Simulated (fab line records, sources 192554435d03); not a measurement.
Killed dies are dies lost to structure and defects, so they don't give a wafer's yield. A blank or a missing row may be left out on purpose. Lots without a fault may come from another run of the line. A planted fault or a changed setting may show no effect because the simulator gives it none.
Tool commonality check | flow n5_finfet | 10 lots, 29 wafers sampled

WHY IT WAS OPENED
At N5_BEOL_M4_RC_MEAS_101 the reading RS_NWELL is flagged on 2 of 10 lots. Wafers without a fault read 1037 ohm/sq, standard deviation 6.6.
Rule: a lot is flagged when every wafer of it that has a number lies more than 4 standard deviations from that mean, or none has a number. The other lots count as sound.

lot  | measured     | on        | RS_NWELL (ohm/sq), wafer by wafer | flag
L610 | day 8 04:01  | prober-02 | 1036 1026 1042                    |
L613 | day 8 10:41  | prober-01 | 1045 1055 1047                    |
L618 | day 9 23:37  | prober-02 | 727 734 732                       | FLAGGED
L619 | day 10 14:59 | prober-01 | 731 728 735                       | FLAGGED
L626 | day 11 23:43 | prober-01 | 1048 1047 1051                    |
L628 | day 12 07:54 | prober-02 | 1044 1028 1041                    |
L630 | day 13 01:29 | prober-01 | 1036 1033 1046                    |
L631 | day 13 12:31 | prober-02 | 1045 1047 1047                    |
L632 | day 13 15:20 | prober-01 | 1038 1049 1042                    |
L633 | day 14 09:00 | prober-02 | 1040 1037                         |
The numbers of the flagged lots are 731 ohm/sq on average: -306 ohm/sq against the usual, or -46 standard deviations.

WHICH TOOL RAN EACH LOT
The record holds 2 process steps before the reading, out of a route of 1938 steps. In each cell: the tool, then ch and the chambers that the sampled wafers went through, then the start.
lot  | flag    | N5_WELL_APT_DESCUM_13             | N5_WELL_APT_IMPLANT_14
L610 |         | rie_diel-02 ch 0,1,3, day 1 13:55 | implanter-02 ch 0, day 1 14:02
L613 |         | rie_diel-03 ch 0,1,3, day 2 07:45 | implanter-02 ch 0, day 2 07:53
L618 | FLAGGED | rie_diel-03 ch 0,1,3, day 3 14:19 | implanter-02 ch 0, day 3 14:25
L619 | FLAGGED | rie_diel-03 ch 1,3, day 3 19:43   | implanter-02 ch 0, day 3 19:49
L626 |         | rie_diel-04 ch 1,2,3, day 5 14:10 | implanter-01 ch 0, day 5 14:16
L628 |         | rie_diel-02 ch 1,2, day 6 01:46   | implanter-01 ch 0, day 6 01:57
L630 |         | rie_diel-04 ch 1,3, day 6 14:18   | implanter-02 ch 0, day 6 14:28
L631 |         | rie_diel-03 ch 0,2, day 6 19:40   | implanter-02 ch 0, day 6 19:47
L632 |         | rie_diel-03 ch 0,1,2, day 7 01:58 | implanter-01 ch 0, day 7 02:03
L633 |         | rie_diel-04 ch 1,3, day 7 07:53   | implanter-02 ch 0, day 7 08:00
What these steps do:
- N5_WELL_APT_DESCUM_13: chemistry O2, time 7.9 s.
- N5_WELL_APT_IMPLANT_14
- N5_BEOL_M4_RC_MEAS_101

FLAGGED OVER TOTAL, TOOL BY TOOL (the gauges that took the reading come last)
step                   | tool         | lots run | flagged | share of the flagged lots | sound lots run after its first flagged lot
N5_WELL_APT_DESCUM_13  | rie_diel-02  | 2        | 0       | none                      | -
N5_WELL_APT_DESCUM_13  | rie_diel-03  | 5        | 2       | all                       | 2 (L631,L632)
N5_WELL_APT_DESCUM_13  | rie_diel-04  | 3        | 0       | none                      | -
N5_WELL_APT_IMPLANT_14 | implanter-01 | 3        | 0       | none                      | -
N5_WELL_APT_IMPLANT_14 | implanter-02 | 7        | 2       | all                       | 3 (L630,L631,L633)
N5_BEOL_M4_RC_MEAS_101 | prober-01    | 5        | 1       | some                      | 3 (L626,L630,L632)
N5_BEOL_M4_RC_MEAS_101 | prober-02    | 5        | 1       | some                      | 3 (L628,L631,L633)

WHAT THE TABLE ALLOWS
2 rows of the table ran every flagged lot: rie_diel-03 at N5_WELL_APT_DESCUM_13, implanter-02 at N5_WELL_APT_IMPLANT_14.
- rie_diel-03 at N5_WELL_APT_DESCUM_13: 2 of its 5 lots flagged. Sound lots ran on it after the first flagged one (L631, L632), which a lasting fault on the whole tool wouldn't allow.
- implanter-02 at N5_WELL_APT_IMPLANT_14: 2 of its 7 lots flagged. Sound lots ran on it after the first flagged one (L630, L631, L633), which a lasting fault on the whole tool wouldn't allow. Its own readings lie more than 4 standard deviations out on every wafer of the flagged lots: dose_ions_cm2, faraday_current_uA.
No row of the table ran every flagged lot and no sound lot after the first.

WHAT THE SIMULATOR HAD PUT IN
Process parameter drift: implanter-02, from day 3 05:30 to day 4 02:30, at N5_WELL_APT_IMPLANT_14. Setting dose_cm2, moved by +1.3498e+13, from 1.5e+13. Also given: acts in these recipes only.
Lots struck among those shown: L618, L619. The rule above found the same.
